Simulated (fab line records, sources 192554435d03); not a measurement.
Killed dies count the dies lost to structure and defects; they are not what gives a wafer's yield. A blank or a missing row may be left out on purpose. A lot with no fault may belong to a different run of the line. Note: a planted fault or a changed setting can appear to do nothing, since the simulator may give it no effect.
Chamber matching | flow n5Finfet | N5_BEOL_M0_SAQP_ETCH_84 on rieDiel-06 has 4 sister chambers
The step etches SOC in N2/H2, target depth 100 nm, overetch 20 nm, time 150 s. 8 wafers are shown with their chamber, then 7 later ones without.

## WAFERS WITH THEIR CHAMBER
wafer  | chamber | drypumpMotorCurrentA (A) | throttleValvePct (%)
L085.4 | 0       | 5.56                     | 17.65
L086.4 | 2       | 5.36                     | 18.34
L086.6 | 2       | 5.35                     | 18.36
L089.1 | 1       | 5.64                     | 17.96
L089.2 | 0       | 5.57                     | 17.65
L089.6 | 3       | 5.86                     | 17.67
L094.1 | 3       | 5.88                     | 17.69
L094.3 | 1       | 5.65                     | 17.98

## WAFERS WITH NO CHAMBER GIVEN
wafer  | drypumpMotorCurrentA (A) | throttleValvePct (%)
L094.5 | 5.58                     | 17.67
L095.4 | 5.57                     | 17.68
L095.5 | 5.86                     | 17.68
L095.6 | 5.66                     | 18.00
L097.2 | 5.33                     | 17.85
L097.3 | 5.89                     | 17.70
L097.5 | 5.57                     | 17.68

## WHICH CHAMBER EACH ONE RAN IN
wafer  | from the rows above | in truth
L094.5 | 0                   | 0
L095.4 | 0                   | 0
L095.5 | 3                   | 3
L095.6 | 1                   | 1
L097.2 | 0                   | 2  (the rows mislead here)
L097.3 | 3                   | 3
L097.5 | 0                   | 0
Placed correctly: 6 of 7. From these rows, 0 cannot be placed. Number placed wrongly: 1.
How it was worked out, from the rows above alone: a wafer's distance from a chamber is the root of the sum, over the readings, of the square of ((its reading less the chamber's mean) divided by the reading's scatter). If the next closest chamber is less than 2 further off than the closest, the wafer can't be placed; otherwise it belongs to the closest. Each chamber's mean is taken over the wafers shown for it. The scatter: the root of (the sum of the squares of (reading less its chamber's mean) over the shown wafers, divided by (wafers less chambers)).
